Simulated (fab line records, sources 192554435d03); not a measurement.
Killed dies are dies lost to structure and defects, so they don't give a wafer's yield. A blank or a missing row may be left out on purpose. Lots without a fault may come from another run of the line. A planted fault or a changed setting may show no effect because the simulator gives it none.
A struck lot beside a sound one | flow n5_finfet | 14 steps out of a route of 1938
Sound: wafers L348.1, L348.4, L348.5. Struck: wafers L341.1, L341.3, L341.4. The cause comes at the end.
At each step with rows: each side's tool, then ch and its chambers, then its first start. Under that, the readings that differ: sound wafers | struck wafers | difference of the means | sigmas: that difference in standard deviations of wafers without a fault.
alike: readings whose means differ by less than 2 such deviations, and words and numbers that are the same on both sides. not compared: withheld readings, readings that some wafer has no value for, bounds like >300 that may hide the same value, and numbers for which the record gives no deviation and whose values overlap.
The two part at a step that has a row with sigmas, a row that says differs or no value, or rows on one side only. Numbers that don't overlap but have no deviation are shown without sigmas and don't part them. A reading that every wafer of one side lacks parts them only if that side has two wafers or more.

N5_BEOL_M10_ETCH_61: etches SiARC in CF4, target depth 39 nm, time 65 s.
  sound on rie_diel-06 ch 0,1, day 12 06:38; struck on rie_diel-06 ch 0,2,3, day 10 11:23
  alike: drypump_motor_current_A, etch_rf_on_time_s, oes_product_au, rf_vpp_V, showerhead_plenum_p_Torr, throttle_valve_pct
  not compared: rf_hours_counter_h
N5_BEOL_M10_ETCH_62: etches SOC in N2/H2, target depth 110 nm, overetch 22 nm, time 165 s.
  sound on rie_diel-06 ch 0,1, day 12 06:41; struck on rie_diel-06 ch 0,2,3, day 10 11:26
  alike: drypump_motor_current_A, oes_product_au, rf_vpp_V, showerhead_plenum_p_Torr, throttle_valve_pct
  not compared: rf_hours_counter_h
then, 1 step without rows for these wafers: N5_BEOL_M10_STRIP_68 (strips in N2/H2).
N5_BEOL_M10_STRIP_67: strips in CF4.
  sound on rie_diel-06 ch 0,1, day 12 06:50; struck on rie_diel-06 ch 0,2,3, day 10 11:35
  alike: drypump_motor_current_A, oes_product_au, rf_vpp_V, showerhead_plenum_p_Torr, throttle_valve_pct
  not compared: rf_hours_counter_h
N5_BEOL_M10_HM_OPEN_17: chemistry Cl2/BCl3, target TiN, target depth 20 nm, overetch 6 nm.
  sound on rie_metal-03 ch 0,1, day 12 06:53; struck on rie_metal-01 ch 0,1, day 10 11:38
  alike: drypump_motor_current_A, oes_product_au, throttle_valve_pct
  not compared: rf_hours_counter_h
N5_BEOL_M10_STRIP_19: strips in O2.
  sound on rie_diel-05 ch 0,1, day 12 06:59; struck on rie_diel-06 ch 0,1,2, day 10 11:46
  alike: drypump_motor_current_A, oes_product_au, rf_vpp_V, showerhead_plenum_p_Torr, throttle_valve_pct
  not compared: rf_hours_counter_h
N5_BEOL_M10_CD_MEAS_18: pitch 140 nm, target cd 70 nm.
  sound on cd_sem-01, day 12 07:04; struck on cd_sem-02, day 10 11:50
  alike: cd_nm
then, 5 steps without rows for these wafers: N5_BEOL_M10_COAT_63 (time 60 s, resist thk 100 nm); N5_BEOL_M10_COAT_64 (time 60 s, resist thk 30 nm); N5_BEOL_M10_COAT_22 (resist thk 90 nm); N5_BEOL_M10_EBR_24; N5_BEOL_M10_SOFTBAKE_23 (time 60 s).
N5_BEOL_M10_EXPOSE_25: exposes mask V9.
  sound on arfi_scanner-01 ch 0, day 12 07:13; struck on arfi_scanner-01, day 10 12:38
  no value came back on the struck wafers for exposure_dose_mJ_cm2, focus_offset_nm (nm), sigma_outer; on the sound wafers exposure_dose_mJ_cm2 reads 85.46 85.30 85.34
  alike: mask
then, 1 step without rows for these wafers: N5_BEOL_M10_PEB_26 (peb time 60 s).

WHERE THEY PART
Only at N5_BEOL_M10_EXPOSE_25, within this record.

WHY: what the simulator had put in
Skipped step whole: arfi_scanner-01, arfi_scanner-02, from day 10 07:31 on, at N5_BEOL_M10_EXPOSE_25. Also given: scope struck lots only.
